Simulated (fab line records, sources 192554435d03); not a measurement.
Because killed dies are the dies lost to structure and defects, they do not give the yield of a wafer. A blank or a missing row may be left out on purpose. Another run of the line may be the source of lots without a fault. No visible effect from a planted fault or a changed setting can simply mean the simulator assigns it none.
Comparing a struck lot with a sound one | flow n5_finfet | 17 out of 1938 route steps
Sound: the wafers L710.2, L710.4, L710.6. Struck: wafers L727.2, L727.5. (L727.6 of the same lot was not struck and is left out.) The cause comes at the end.
For every step that has rows: the tool of each side, followed by ch and its chambers, followed by its first start. Under that, the readings that differ: sound wafers | struck wafers | difference of the means | sigmas: that difference in standard deviations of wafers without a fault.
alike: words and numbers the same on both sides, and readings whose means are apart by under 2 such deviations; not compared: readings that were withheld, readings missing a value for some wafer, numbers with overlapping values and no deviation given by the record, and bounds like >300 which may hide the same value.
A row with sigmas, a row that says differs or no value, or rows on one side alone: a step with any of these is where the two part. Non-overlapping numbers with no deviation appear without sigmas and do not part them. A reading missing from all wafers of one side parts the sides only when that side holds two or more wafers.

first, 1 step without rows for these wafers: N5_BEOL_M3_ANNEAL_82 (time 240 s).
N5_BEOL_M3_SPUTTER_86: material Cu, target thk 4.5 nm, time 8.29 s.
  struck on pvd_sputter-03, day 12 01:28; sound on pvd_sputter-02, day 8 03:17
  alike: chamber_pressure_pa, throttle_valve_pct
then, 2 steps without rows for these wafers: N5_BEOL_M3_ANNEAL_87 (time 240 s); N5_BEOL_M3_SPUTTER_88 (material Cu, target thk 4.5 nm, time 8.29 s).
N5_BEOL_M3_ANNEAL_89: time 240 s.
  struck on pvd_sputter-03, day 12 01:46; sound on pvd_sputter-02, day 8 03:35
  alike: heater_power_w
N5_BEOL_M3_SPUTTER_90: material Cu, target thk 4.5 nm, time 8.29 s.
  struck on pvd_sputter-03, day 12 01:54; sound on pvd_sputter-02, day 8 03:43
  alike: chamber_pressure_pa, throttle_valve_pct
N5_BEOL_M3_ANNEAL_91: time 240 s.
  struck on pvd_sputter-03, day 12 01:59; sound on pvd_sputter-02, day 8 03:48
  alike: heater_power_w
then, 1 step without rows for these wafers: N5_BEOL_M3_SPUTTER_92 (material Cu, target thk 4.5 nm, time 8.29 s).
N5_BEOL_M3_ANNEAL_93: time 240 s.
  struck on pvd_sputter-03, day 12 02:12; sound on pvd_sputter-02, day 8 04:01
  alike: heater_power_w
then, 3 steps without rows for these wafers: N5_BEOL_M3_SPUTTER_94 (material Cu, target thk 4.5 nm, time 8.29 s); N5_BEOL_M3_ANNEAL_95 (time 240 s); N5_BEOL_M3_SPUTTER_96 (material Cu, target thk 4.5 nm, time 8.29 s).
N5_BEOL_M3_ECD_50: material Cu, target thk 300 nm.
  sound on ecd_cu-01 ch 0,1, day 8 04:30; struck on ecd_cu-02 ch 0,1, day 12 02:41
  reading                                | sound           | struck  | difference | sigmas
  model.Cu_of_BEOL_M3_ECD_50.thk_nm (nm) | 298.2 293 302.8 | 139 139 | -159       |
then, 1 step without rows for these wafers: N5_BEOL_M3_ANNEAL_51 (time 90 s).
N5_BEOL_M3_CMP_52: polishes, stops on SiOC, t overpolish 6.8 s, target thk 40 nm.
  sound on cmp-04 ch 2,3, day 8 04:52; struck on cmp-04 ch 0,1, day 12 03:05
  reading                | sound    | struck | difference | sigmas
  time_to_endpoint_s (s) | 58 63 62 | 31 35  | -28        | -7
  alike: motor_current_A
N5_BEOL_M3_THK_MEAS_53: measures by xrf.
  struck on film_metro-01, day 12 03:23; sound on film_metro-02, day 8 05:10
  alike: M3_THK
N5_BEOL_M4_RC_MEAS_101:
  sound on prober-01 ch 0, day 8 13:38; struck on prober-01 ch 0, day 12 11:51
  alike: DIBL_N, DIBL_P, IOFF_N, IOFF_P, ION_N, ION_P, SS_N, SS_P, VT_N, VT_P

WHERE THEY PART
Only at N5_BEOL_M3_CMP_52, as far as this record shows. Later steps at which nothing parts them and some readings are alike: N5_BEOL_M3_THK_MEAS_53, N5_BEOL_M4_RC_MEAS_101.

WHY: what the simulator had put in
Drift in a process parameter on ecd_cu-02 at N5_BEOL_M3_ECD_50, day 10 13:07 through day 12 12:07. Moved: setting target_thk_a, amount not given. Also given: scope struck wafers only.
